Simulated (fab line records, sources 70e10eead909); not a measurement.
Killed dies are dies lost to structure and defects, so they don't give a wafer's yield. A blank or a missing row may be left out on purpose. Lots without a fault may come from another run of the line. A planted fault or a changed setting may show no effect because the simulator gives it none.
Which tool did it? | flow nand_harc | 15 lots, 45 wafers sampled, at 4 steps of a route of 1159

WHAT THE GAUGES READ, wafer by wafer
The record holds no reading of a measuring or inspecting step that can be judged against a usual standard deviation.

WHICH TOOL RAN EACH LOT (tool, then ch and the chambers of the sampled wafers, then the start)
lot  | NHARC_A_BLC_ETCH_18                | NHARC_A_BLC_ALD_23                  | NHARC_A_BLC_CVD_24                       | NHARC_A_BLC_CMP_25
L723 | rie_diel-02 ch 0,3, day 17 14:52   | ald_metal-01 ch 1,2, day 17 16:05   | cvd_w-02 ch 0,1, day 17 16:55 or earlier | cmp-01 ch 1,2,3, day 17 16:55
L721 | rie_diel-02 ch 2,3, day 17 16:11   | ald_metal-02 ch 0,1,3, day 17 17:29 | cvd_w-02 ch 0,1, day 17 18:32 or earlier | cmp-02 ch 0,2, day 17 18:32
L722 | rie_diel-02 ch 0,1, day 17 20:54   | ald_metal-02 ch 1,2, day 17 22:07   | cvd_w-01 ch 0,1, day 17 22:50 or earlier | cmp-02 ch 0,1,3, day 17 22:50
L728 | rie_diel-02 ch 1,2,3, day 18 20:33 | ald_metal-04 ch 0,2,3, day 18 21:50 | cvd_w-02 ch 0,1, day 19 04:24 or earlier | cmp-02 ch 0,1,2, day 19 04:24
L725 | rie_diel-04 ch 1,2, day 18 21:14   | ald_metal-02 ch 0,1,2, day 18 22:34 | cvd_w-02 ch 0,1, day 19 04:50 or earlier | cmp-02 ch 1,3, day 19 04:50
L730 | rie_diel-04 ch 1,2, day 19 18:04   | ald_metal-01 ch 1,2,3, day 19 19:19 | cvd_w-01 ch 0,1, day 20 03:05 or earlier | cmp-04 ch 0,1,2, day 20 03:05
L731 | rie_diel-02 ch 1,2,3, day 20 09:25 | ald_metal-02 ch 0,1, day 20 10:53   | cvd_w-01 ch 1, day 20 11:37 or earlier   | cmp-02 ch 0,3, day 20 11:37
L736 | rie_diel-04 ch 0,2, day 20 20:28   | ald_metal-02 ch 0,2,3, day 20 21:53 | cvd_w-02 ch 0,1, day 21 05:50 or earlier | cmp-04 ch 0,1,3, day 21 05:50
L734 | rie_diel-04 ch 0,1,3, day 21 06:19 | ald_metal-01 ch 0,1, day 21 07:32   | cvd_w-02 ch 0,1, day 21 14:28 or earlier | cmp-01 ch 2,3, day 21 14:28
L737 | rie_diel-02 ch 0,2,3, day 21 07:20 | ald_metal-04 ch 1,2,3, day 21 08:39 | cvd_w-01 ch 0,1, day 21 15:11 or earlier | cmp-01 ch 1,2, day 21 15:11
L740 | rie_diel-02 ch 0,1,3, day 21 10:58 | ald_metal-02 ch 1,2,3, day 21 12:08 | cvd_w-01 ch 0,1, day 21 15:35 or earlier | cmp-01 ch 0,2,3, day 21 15:35
L742 | rie_diel-04 ch 1,2,3, day 22 04:07 | ald_metal-02 ch 0,1,3, day 22 05:20 | cvd_w-02 ch 0,1, day 22 06:04 or earlier | cmp-02 ch 1,3, day 22 06:04
L743 | rie_diel-04 ch 0,1,2, day 22 09:40 | ald_metal-01 ch 0,2,3, day 22 10:55 | cvd_w-01 ch 0,1, day 22 14:22 or earlier | cmp-02 ch 0,1,2, day 22 14:22
L741 | rie_diel-02 ch 0,1,3, day 22 16:51 | ald_metal-02 ch 1,3, day 22 18:07   | cvd_w-02 ch 0,1, day 22 20:19 or earlier | cmp-01 ch 0,1,3, day 22 20:19
L744 | rie_diel-04 ch 1,2,3, day 22 21:46 | ald_metal-04 ch 0,1,2, day 22 22:53 | cvd_w-02 ch 0,1, day 22 23:38 or earlier | cmp-04 ch 0,3, day 22 23:38
- NHARC_A_BLC_ETCH_18: etches the open film in C4F8/O2/Ar, target depth 910 nm.
- NHARC_A_BLC_ALD_23: deposits TiN, target thk 3 nm, pulse time 1 s, ald cycles 150.
- NHARC_A_BLC_CVD_24: deposits W, target thk 150 nm, time 434 s.
- NHARC_A_BLC_CMP_25: polishes, t overpolish 30 s, target thk 150 nm.

WHAT THE TOOLS THEMSELVES READ (means of the sampled wafers that have a number; where no wafer has one, the mark that the record gives instead)
NHARC_A_BLC_ETCH_18. Usual: bias_w 1501 W, standard deviation 4.3; chamber_pressure_mTorr 25.000 mTorr, standard deviation 0.024; oes_product_au 0.939 a.u., standard deviation 0.022; rf_vpp_V 979 V, standard deviation 6.6.
lot  | tool        | bias_w (W) | chamber_pressure_mTorr (mTorr) | oes_product_au (a.u.) | rf_vpp_V (V) | flag
L723 | rie_diel-02 | 1502       | 24.999                         | 0.936                 | 984          |
L721 | rie_diel-02 | 1504       | 24.990                         | 0.952                 | 980          |
L722 | rie_diel-02 | 1502       | 24.975                         | 0.971                 | 973          |
L728 | rie_diel-02 | 1500       | 25.017                         | 0.911                 | 974          |
L725 | rie_diel-04 | 1502       | 24.999                         | 0.914                 | 976          |
L730 | rie_diel-04 | 1497       | 24.988                         | 0.908                 | 977          |
L731 | rie_diel-02 | 1500       | 25.004                         | 0.954                 | 974          |
L736 | rie_diel-04 | -          | -                              | -                     | -            | OFF
L734 | rie_diel-04 | -          | -                              | -                     | -            | OFF
L737 | rie_diel-02 | -          | -                              | -                     | -            | OFF
L740 | rie_diel-02 | 1500       | 25.030                         | 0.953                 | 978          |
L742 | rie_diel-04 | 1502       | 25.003                         | 0.953                 | 981          |
L743 | rie_diel-04 | 1500       | 24.985                         | 0.967                 | 981          |
L741 | rie_diel-02 | 1500       | 24.993                         | 0.955                 | 978          |
L744 | rie_diel-04 | 1499       | 24.997                         | 0.930                 | 980          |

NHARC_A_BLC_ALD_23. Usual: heater_power_w 1057 W, standard deviation 120; precursor_pulse_height_rel 0.998, standard deviation 0.02.
lot  | tool         | heater_power_w (W) | precursor_pulse_height_rel | flag
L723 | ald_metal-01 | 1207               | 0.987                      |
L721 | ald_metal-02 | 1016               | 0.980                      |
L722 | ald_metal-02 | 1107               | 0.997                      |
L728 | ald_metal-04 | 1059               | 1.000                      |
L725 | ald_metal-02 | 1063               | 1.001                      |
L730 | ald_metal-01 | 1141               | 0.995                      |
L731 | ald_metal-02 | 1047               | 1.007                      |
L736 | ald_metal-02 | 1035               | 0.993                      |
L734 | ald_metal-01 | 1110               | 1.009                      |
L737 | ald_metal-04 | 1050               | 0.990                      |
L740 | ald_metal-02 | 999                | 0.987                      |
L742 | ald_metal-02 | 1010               | 1.019                      |
L743 | ald_metal-01 | 1071               | 0.980                      |
L741 | ald_metal-02 | 940                | 1.000                      |
L744 | ald_metal-04 | 1080               | 0.977                      |

NHARC_A_BLC_CVD_24. Usual: heater_power_w 434 W, standard deviation 23; throttle_valve_pct 8.08 %, standard deviation 0.25.
lot  | tool     | heater_power_w (W) | throttle_valve_pct (%) | flag
L723 | cvd_w-02 | 429                | 8.14                   |
L721 | cvd_w-02 | 417                | 7.87                   |
L722 | cvd_w-01 | 448                | 8.27                   |
L728 | cvd_w-02 | 433                | 8.26                   |
L725 | cvd_w-02 | 419                | 8.08                   |
L730 | cvd_w-01 | 429                | 8.09                   |
L731 | cvd_w-01 | 415                | 7.73                   |
L736 | cvd_w-02 | 423                | 7.93                   |
L734 | cvd_w-02 | 440                | 8.12                   |
L737 | cvd_w-01 | 427                | 7.79                   |
L740 | cvd_w-01 | 437                | 7.80                   |
L742 | cvd_w-02 | 419                | 8.25                   |
L743 | cvd_w-01 | 438                | 7.93                   |
L741 | cvd_w-02 | 429                | 8.21                   |
L744 | cvd_w-02 | 423                | 8.08                   |

NHARC_A_BLC_CMP_25. Usual: motor_current_A 12.0 A, standard deviation 1.3; overpolish_run_s 29.999 s, standard deviation 0.0093; retaining_ring_pressure_frac 1.000, standard deviation 0.0054; time_to_endpoint_s 30 s, standard deviation 3.4.
lot  | tool   | motor_current_A (A) | overpolish_run_s (s) | retaining_ring_pressure_frac | time_to_endpoint_s (s) | flag
L723 | cmp-01 | 12.3                | 30.009               | 0.998                        | 30                     |
L721 | cmp-02 | 11.0                | 30.003               | 1.002                        | 31                     |
L722 | cmp-02 | 11.3                | 29.987               | 0.997                        | 34                     |
L728 | cmp-02 | 10.9                | 29.993               | 0.999                        | 30                     |
L725 | cmp-02 | 11.2                | 29.998               | 1.005                        | 34                     |
L730 | cmp-04 | 13.3                | 30.007               | 0.998                        | 28                     |
L731 | cmp-02 | 11.2                | 30.005               | 0.997                        | 31                     |
L736 | cmp-04 | 12.8                | 29.991               | 1.001                        | 31                     |
L734 | cmp-01 | 11.0                | 29.988               | 0.997                        | 30                     |
L737 | cmp-01 | 12.6                | 29.999               | 1.001                        | 29                     |
L740 | cmp-01 | 12.7                | 29.998               | 0.998                        | 28                     |
L742 | cmp-02 | 11.5                | 29.998               | 1.001                        | 34                     |
L743 | cmp-02 | 11.2                | 29.995               | 1.001                        | 30                     |
L741 | cmp-01 | 12.2                | 30.009               | 1.006                        | 29                     |
L744 | cmp-04 | 12.8                | 30.001               | 1.004                        | 30                     |

THE ANSWER, worked out from the rows above alone
Rule: a lot is off if the mean of its wafers that have a number lies more than 3 standard deviations from the usual mean. A lot without any number at a reading at which 4 lots or more have one is off too. The other lots that the step has rows for count as sound. The gauges are gone through in route order, then the tools' own readings, and for those a lot's mean is taken as printed above. The first step at which some lot is off is used, and at that step the reading that is off furthest; a lot without a number counts as furthest.
Off: L736, L734, L737, at NHARC_A_BLC_ETCH_18 (bias_w). Without a number there: L736, L734, L737.
A tool fits if, at that step or a process step before it, it ran every lot that is off, and no sound lot after the first of them. None of those tried fits.

WHAT THE SIMULATOR HAD PUT IN
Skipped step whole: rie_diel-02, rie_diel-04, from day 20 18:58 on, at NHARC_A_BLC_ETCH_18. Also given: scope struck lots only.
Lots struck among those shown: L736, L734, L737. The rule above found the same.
